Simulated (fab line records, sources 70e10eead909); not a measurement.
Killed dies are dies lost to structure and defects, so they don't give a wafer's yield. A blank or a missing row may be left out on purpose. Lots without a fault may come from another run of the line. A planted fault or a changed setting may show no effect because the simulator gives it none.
One fault seen from 2 desks | flow nand_harc | each desk has only its own numbers; what lay behind them comes last

THE DEFECT DESK
What the inspections along the route counted, lot by lot: means of the sampled wafers that have a number. A lot is out of limits, marked OUT, if its mean lies more than 4 standard deviations from the usual mean; the brackets give that distance.
Columns: A = raw_defect_count at NHARC_A_BLC_INSPECT_12, usual 75
lot  | first seen here | A
L994 | day 23 07:07    | 66
L993 | day 23 08:08    | 53
L104 | day 28 20:49    | 97
L108 | day 30 03:49    | 78
L111 | day 30 22:30    | 22
This desk's finding: nothing out of limits on any of the 5 lots.

THE METROLOGY DESK
What the gauges read, lot by lot, whatever tool the lot ran on: means of the sampled wafers that have a number. A lot is out of limits, marked OUT, if its mean lies more than 4 standard deviations from the usual mean; the brackets give that distance. Of its 8 readings 7 are shown: those that lie furthest out on some lot.
Columns: A = cd_nm at NHARC_A_BLC_CD_MEAS_10, usual 99.7 nm; B = overlay_x_nm at NHARC_A_BLC_OVL_MEAS_11, usual -0.1 nm; C = overlay_y_nm at NHARC_A_BLC_OVL_MEAS_11, usual 0.2 nm; D = cd_nm at NHARC_A_BLC_CD_MEAS_19, usual 100 nm; E = cd_nm at NHARC_A_M0_CD_MEAS_09, usual 80.0 nm; F = overlay_x_nm at NHARC_A_M0_OVL_MEAS_10, usual 0.0 nm; G = overlay_y_nm at NHARC_A_M0_OVL_MEAS_10, usual -0.2 nm
lot  | first seen here | A     | B    | C    | D   | E    | F    | G
L994 | day 23 06:59    | 100.2 | -0.3 | 0.8  | 99  | 80.0 | 0.0  | 0.3
L993 | day 23 08:00    | 100.2 | 0.8  | -0.2 | 102 | 80.1 | -1.0 | -0.6
L104 | day 28 20:41    | 100.4 | -0.4 | -0.8 | 98  | 79.7 | -0.8 | -1.5
L108 | day 30 03:42    | 98.7  | -0.4 | -0.4 | 97  | 79.5 | 0.2  | 0.4
L111 | day 30 22:22    | 98.9  | 0.6  | -0.7 | 99  | 79.9 | -1.2 | 0.2
This desk's finding: nothing out of limits on any of the 5 lots.

PUT TOGETHER
The defect desk saw nothing out of limits.
The metrology desk saw nothing out of limits.

WHAT THE SIMULATOR HAD PUT IN
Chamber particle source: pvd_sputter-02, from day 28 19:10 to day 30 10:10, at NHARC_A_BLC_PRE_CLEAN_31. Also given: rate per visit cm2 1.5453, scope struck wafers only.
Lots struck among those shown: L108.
